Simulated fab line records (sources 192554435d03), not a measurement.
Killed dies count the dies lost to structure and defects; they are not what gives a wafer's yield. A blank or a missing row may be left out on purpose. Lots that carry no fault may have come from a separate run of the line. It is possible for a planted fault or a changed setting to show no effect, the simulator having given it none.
Problem report, 8D (eight disciplines) form, completed by code | flow n5-finfet | the parts of the form that need people (team, actions taken, sign-off) are left out

== 1. THE ISSUE ==
At N5_PASSIVATION_PROBE_49, killed_at_M4_up averages 650 over 2 wafers from 2 lots, while fault-free wafers read 13, standard deviation 5.3. So: +99 or more standard deviations from the usual mean.
The first sign was on wafer L344.3 at day 14 14:01, on prober-01. The record holds 27 wafers of 9 lots with a number at this step. Rule for "out", or "out of limits": more than 4 standard deviations from the usual mean. Any other wafer with a number is counted as sound.

== 2. WHAT IT IS, WHAT IT ISN'T ==
question                    | is                                                                                             | is not
which readings at this step | killed_at_M4_up, defect-limited-yield, killed-dies, killed-on-rim, sort-n-pass, sort-yield-pct | killed_at_M0_to_M3, killed-at-contacts, killed-at-front-end, killed-at-other, killed-open, killed-short, sort_bin_5_function, sort_bin_6_memory
which lots                  | L344, L350                                                                                     | L339, L341, L343, L354, L356, L357, L358
which wafers of those lots  | L344.3, L350.3                                                                                 | L344.2, L344.4, L350.4, L350.6
read on which tools         | prober-01, prober-02                                                                           | -
when                        | from day 14 14:01                                                                              | up to then (10 sound wafers); but 15 sound wafers of L344, L350, L354, L356, L357, L358 came after

== 3. WHAT RULES OUT EACH SUSPECT ==
Counting: a tool at a process step up to the reading stays a suspect if it ran every lot that is out. Sound lots after the first of them don't rule it out here, since some wafers of a struck lot are sound.
- ald-metal-04 at N5_BEOL_M4_ALD_84 (deposits TaN, pulse time 2 s, purge time 3 s, co reactant purge time 2 s): kept. It ran every lot that is out, first L344 (day 10 03:28); its last sound lot up to then is L343 (day 10 00:04).
- At N5_BEOL_M4_ALD_84, inside ald-metal-04: chamber 0 took the wafers that are out, while their sound lot-mates went through chambers 1, 2, 3.
After counting, what remains is ald-metal-04 at N5_BEOL_M4_ALD_84.

== 4. THE CAUSE (what the simulator had put in) ==
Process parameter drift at N5_BEOL_M4_ALD_84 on ald-metal-04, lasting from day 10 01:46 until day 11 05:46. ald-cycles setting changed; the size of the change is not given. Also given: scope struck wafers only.
Only this tool survived the counting.

== 5. THE CHAIN OF EFFECTS, in route order ==
One row per reading whose mean, taken over the struck wafers that have a number, lies over 3 standard deviations from the usual. Readings are gone through only where the record gives a usual standard deviation; hours: the median, over the lots, of the time from a lot's start at the first step in this table giving one to that lot's start at this step; sigmas: the change measured in usual standard deviations.
hours | step                    | reading              | usual  | on struck wafers | change | sigmas
0     | N5_PASSIVATION_PROBE_49 | defect-limited-yield | 91.5 % | 38.0             | -53.5  | -38
0     | N5_PASSIVATION_PROBE_49 | killed_at_M4_up      | 13     | 650              | +637   | +99 or more
0     | N5_PASSIVATION_PROBE_49 | killed-dies          | 100    | 732              | +632   | +37
0     | N5_PASSIVATION_PROBE_49 | killed-on-rim        | 13     | 95               | +82    | +21
0     | N5_PASSIVATION_PROBE_49 | sort-n-pass          | 1080   | 448              | -632   | -37
0     | N5_PASSIVATION_PROBE_49 | sort-yield-pct       | 91.5 % | 38.0             | -53.5  | -38
Process steps it contains:
- N5_PASSIVATION_PROBE_49

== 6. WHAT WOULD HAVE CAUGHT IT SOONER ==
In this record no reading fell out of limits until day 14 14:01, 108 hours after the fault had begun at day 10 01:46.
An alarm limit of 4 standard deviations would not have fired on the tool readings at N5_BEOL_M4_ALD_84 for which the record gives a usual standard deviation, since none of them was out on any struck wafer.
The start of N5_BEOL_M4_ALD_84 on ald-metal-04 came by day 14 14:01 for every one of the lots that are out (2). Had the tool been put on hold then, not one of them would have been saved.
